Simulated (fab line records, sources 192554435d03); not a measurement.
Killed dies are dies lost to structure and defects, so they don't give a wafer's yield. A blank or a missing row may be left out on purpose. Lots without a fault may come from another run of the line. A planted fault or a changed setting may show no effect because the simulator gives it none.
Problem report in the 8D (eight disciplines) form, filled by code | flow n5_finfet | the parts of the form that need people (team, actions taken, sign-off) are left out

1. THE PROBLEM
run_length_s at N5_BEOL_M5_ETCH_68 reads a mean of 134.5 s on 2 wafers of 2 lots; wafers without a fault read 143.3 s with a standard deviation of 0.45. That is -20 standard deviations from the usual mean.
The step: etches SOC in N2/H2, target depth 80 nm, overetch 16 nm, time 120 s.
First seen on wafer L483.4, day 10 01:37, on rie_diel-02. The record holds 26 wafers of 9 lots with a number at this step. Rule for "out", or "out of limits": more than 4 standard deviations from the usual mean. The other wafers with a number count as sound.

2. WHAT IT IS AND WHAT IT IS NOT
question                    | is                | is not
which readings at this step | run_length_s      | drypump_motor_current_A, oes_product_au, rf_vpp_V, showerhead_plenum_p_Torr, temp_c, throttle_valve_pct
which lots                  | L483, L485        | L476, L481, L484, L493, L496, L497, L498
which wafers of those lots  | L483.4, L485.1    | L483.2, L483.5, L485.2
read on which tools         | rie_diel-02       | rie_diel-01, rie_diel-05
when                        | from day 10 01:37 | up to then (8 sound wafers); but 16 sound wafers of L484, L485, L493, L496, L497, L498 came after

3. SUSPECTS, AND WHAT RULES EACH OUT
Counting: a tool at a process step up to the reading stays a suspect if it ran every lot that is out. Sound lots after the first of them don't rule it out here, since some wafers of a struck lot are sound.
- rie_diel-05 at N5_BEOL_M5_DESCUM_16 (chemistry O2, time 7 s): kept. It ran every lot that is out, first L483 (day 9 23:38); its last sound lot up to then is L476 (day 8 04:49).
- rie_diel-02 at N5_BEOL_M5_ETCH_68 (etches SOC in N2/H2, target depth 80 nm, overetch 16 nm, time 120 s): kept. It ran every lot that is out, first L483 (day 10 01:37); its last sound lot up to then is L481 (day 9 13:46). Its own readings are out on those wafers: run_length_s.
- Within rie_diel-05 at N5_BEOL_M5_DESCUM_16: the wafers that are out ran in chambers 0, 3; their sound lot-mates ran in chamber 2.
Left after counting: rie_diel-05 at N5_BEOL_M5_DESCUM_16, rie_diel-02 at N5_BEOL_M5_ETCH_68.

4. THE CAUSE (what the simulator had put in)
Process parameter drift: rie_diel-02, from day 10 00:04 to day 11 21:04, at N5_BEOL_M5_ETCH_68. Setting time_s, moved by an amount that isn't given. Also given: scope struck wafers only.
Counting left 2 suspects, and this tool is among them.

5. THE CHAIN OF EFFECTS, in route order
Each row: a reading whose mean over the struck wafers that have a number lies more than 3 standard deviations from the usual. Only readings for which the record gives a usual standard deviation are gone through. hours: the time from each lot's start at the first step in this table that gives one to its start at this step, as a median over the lots. sigmas: the change in usual standard deviations.
hours | step               | reading      | usual   | on struck wafers | change | sigmas
0     | N5_BEOL_M5_ETCH_68 | run_length_s | 143.3 s | 134.5            | -8.8   | -20
The process steps in it:
- N5_BEOL_M5_ETCH_68: etches SOC in N2/H2, target depth 80 nm, overetch 16 nm, time 120 s.

6. WHAT WOULD HAVE CAUGHT IT SOONER
In this record the first reading out of limits was taken at day 10 01:37, 2 hours after the fault began at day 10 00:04.
